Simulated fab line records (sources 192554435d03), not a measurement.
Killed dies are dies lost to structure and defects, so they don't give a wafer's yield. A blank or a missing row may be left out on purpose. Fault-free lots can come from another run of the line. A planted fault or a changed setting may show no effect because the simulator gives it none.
Chamber matching || flow n5-finfet || N5_ZERO_LAYER_ETCH_17 on rie-diel-02 has 4 sister chambers
The step etches SiO2 in CF4, target depth 12 nm, time 13.3 s. 18 wafers are shown with their chamber, then 9 later ones without.

## EACH WAFER AND ITS CHAMBER
{"wafer": "L080.2", "chamber": 1, "showerhead-plenum-p-Torr (Torr)": 2.11, "drypump-motor-current-A (A)": 5.6, "throttle-valve-pct (%)": 15.62}
{"wafer": "L080.5", "chamber": 0, "showerhead-plenum-p-Torr (Torr)": 2.24, "drypump-motor-current-A (A)": 5.1, "throttle-valve-pct (%)": 15.97}
{"wafer": "L080.6", "chamber": 3, "showerhead-plenum-p-Torr (Torr)": 2.10, "drypump-motor-current-A (A)": 5.6, "throttle-valve-pct (%)": 15.74}
{"wafer": "L083.1", "chamber": 1, "showerhead-plenum-p-Torr (Torr)": 2.10, "drypump-motor-current-A (A)": 5.6, "throttle-valve-pct (%)": 15.63}
{"wafer": "L083.4", "chamber": 3, "showerhead-plenum-p-Torr (Torr)": 2.10, "drypump-motor-current-A (A)": 5.6, "throttle-valve-pct (%)": 15.76}
{"wafer": "L083.5", "chamber": 1, "showerhead-plenum-p-Torr (Torr)": 2.11, "drypump-motor-current-A (A)": 5.7, "throttle-valve-pct (%)": 15.63}
{"wafer": "L084.1", "chamber": 1, "showerhead-plenum-p-Torr (Torr)": 2.10, "drypump-motor-current-A (A)": 5.6, "throttle-valve-pct (%)": 15.64}
{"wafer": "L084.5", "chamber": 1, "showerhead-plenum-p-Torr (Torr)": 2.10, "drypump-motor-current-A (A)": 5.7, "throttle-valve-pct (%)": 15.64}
{"wafer": "L084.6", "chamber": 2, "showerhead-plenum-p-Torr (Torr)": 2.14, "drypump-motor-current-A (A)": 6.0, "throttle-valve-pct (%)": 15.57}
{"wafer": "L086.1", "chamber": 2, "showerhead-plenum-p-Torr (Torr)": 2.14, "drypump-motor-current-A (A)": 6.0, "throttle-valve-pct (%)": 15.58}
{"wafer": "L086.2", "chamber": 3, "showerhead-plenum-p-Torr (Torr)": 2.09, "drypump-motor-current-A (A)": 5.6, "throttle-valve-pct (%)": 15.76}
{"wafer": "L086.4", "chamber": 0, "showerhead-plenum-p-Torr (Torr)": 2.24, "drypump-motor-current-A (A)": 5.1, "throttle-valve-pct (%)": 16.00}
{"wafer": "L087.1", "chamber": 0, "showerhead-plenum-p-Torr (Torr)": 2.23, "drypump-motor-current-A (A)": 5.1, "throttle-valve-pct (%)": 15.99}
{"wafer": "L087.5", "chamber": 1, "showerhead-plenum-p-Torr (Torr)": 2.10, "drypump-motor-current-A (A)": 5.6, "throttle-valve-pct (%)": 15.64}
{"wafer": "L087.6", "chamber": 2, "showerhead-plenum-p-Torr (Torr)": 2.14, "drypump-motor-current-A (A)": 6.1, "throttle-valve-pct (%)": 15.59}
{"wafer": "L091.1", "chamber": 1, "showerhead-plenum-p-Torr (Torr)": 2.10, "drypump-motor-current-A (A)": 5.6, "throttle-valve-pct (%)": 15.66}
{"wafer": "L091.2", "chamber": 2, "showerhead-plenum-p-Torr (Torr)": 2.14, "drypump-motor-current-A (A)": 6.0, "throttle-valve-pct (%)": 15.60}
{"wafer": "L091.4", "chamber": 2, "showerhead-plenum-p-Torr (Torr)": 2.14, "drypump-motor-current-A (A)": 6.0, "throttle-valve-pct (%)": 15.58}

SIGNATURES, as means of the wafers listed above
{"reading": "showerhead-plenum-p-Torr", "chamber 0": 2.2367, "chamber 1": 2.1029, "chamber 2": 2.1400, "chamber 3": 2.0967, "scatter within a chamber": 0.00444}
{"reading": "drypump-motor-current-A", "chamber 0": 5.100, "chamber 1": 5.629, "chamber 2": 6.020, "chamber 3": 5.600, "scatter within a chamber": 0.0399}
{"reading": "throttle-valve-pct", "chamber 0": 15.9867, "chamber 1": 15.6371, "chamber 2": 15.5840, "chamber 3": 15.7533, "scatter within a chamber": 0.0125}
Rule: a wafer's distance from a chamber is the root of the sum, over the readings, of the square of ((its reading less the chamber's mean) divided by the reading's scatter). The wafer belongs to the nearest chamber; if the next one is less than 2 further off, it can't be placed. How the scatter is found: for the shown wafers, subtract from each reading the mean of its chamber, square and add these, divide the total by (wafers less chambers), then take the root.

## WAFERS WITH NO CHAMBER GIVEN
{"wafer": "L093.2", "showerhead-plenum-p-Torr (Torr)": 2.23, "drypump-motor-current-A (A)": 5.1, "throttle-valve-pct (%)": 16.02}
{"wafer": "L093.3", "showerhead-plenum-p-Torr (Torr)": 2.10, "drypump-motor-current-A (A)": 5.7, "throttle-valve-pct (%)": 15.66}
{"wafer": "L093.5", "showerhead-plenum-p-Torr (Torr)": 2.23, "drypump-motor-current-A (A)": 5.1, "throttle-valve-pct (%)": 16.02}
{"wafer": "L096.1", "showerhead-plenum-p-Torr (Torr)": 2.13, "drypump-motor-current-A (A)": 6.0, "throttle-valve-pct (%)": 15.59}
{"wafer": "L096.5", "showerhead-plenum-p-Torr (Torr)": 2.09, "drypump-motor-current-A (A)": 5.6, "throttle-valve-pct (%)": 15.79}
{"wafer": "L096.6", "showerhead-plenum-p-Torr (Torr)": 2.23, "drypump-motor-current-A (A)": 5.1, "throttle-valve-pct (%)": 16.03}
{"wafer": "L097.1", "showerhead-plenum-p-Torr (Torr)": 2.13, "drypump-motor-current-A (A)": 6.1, "throttle-valve-pct (%)": 15.60}
{"wafer": "L097.3", "showerhead-plenum-p-Torr (Torr)": 2.10, "drypump-motor-current-A (A)": 5.6, "throttle-valve-pct (%)": 15.68}
{"wafer": "L097.5", "showerhead-plenum-p-Torr (Torr)": 2.13, "drypump-motor-current-A (A)": 6.1, "throttle-valve-pct (%)": 15.59}

## CHAMBER TAKEN BY EACH
{"wafer": "L093.2", "from the rows above": 0, "in truth": 0}
{"wafer": "L093.3", "from the rows above": 1, "in truth": 1}
{"wafer": "L093.5", "from the rows above": 0, "in truth": 0}
{"wafer": "L096.1", "from the rows above": 2, "in truth": 2}
{"wafer": "L096.5", "from the rows above": 3, "in truth": 3}
{"wafer": "L096.6", "from the rows above": 0, "in truth": 0}
{"wafer": "L097.1", "from the rows above": 2, "in truth": 2}
{"wafer": "L097.3", "from the rows above": 1, "in truth": 1}
{"wafer": "L097.5", "from the rows above": 2, "in truth": 2}
Correctly placed: 9 of 9. Left unplaced by these rows: 0. Wrongly placed: 0.
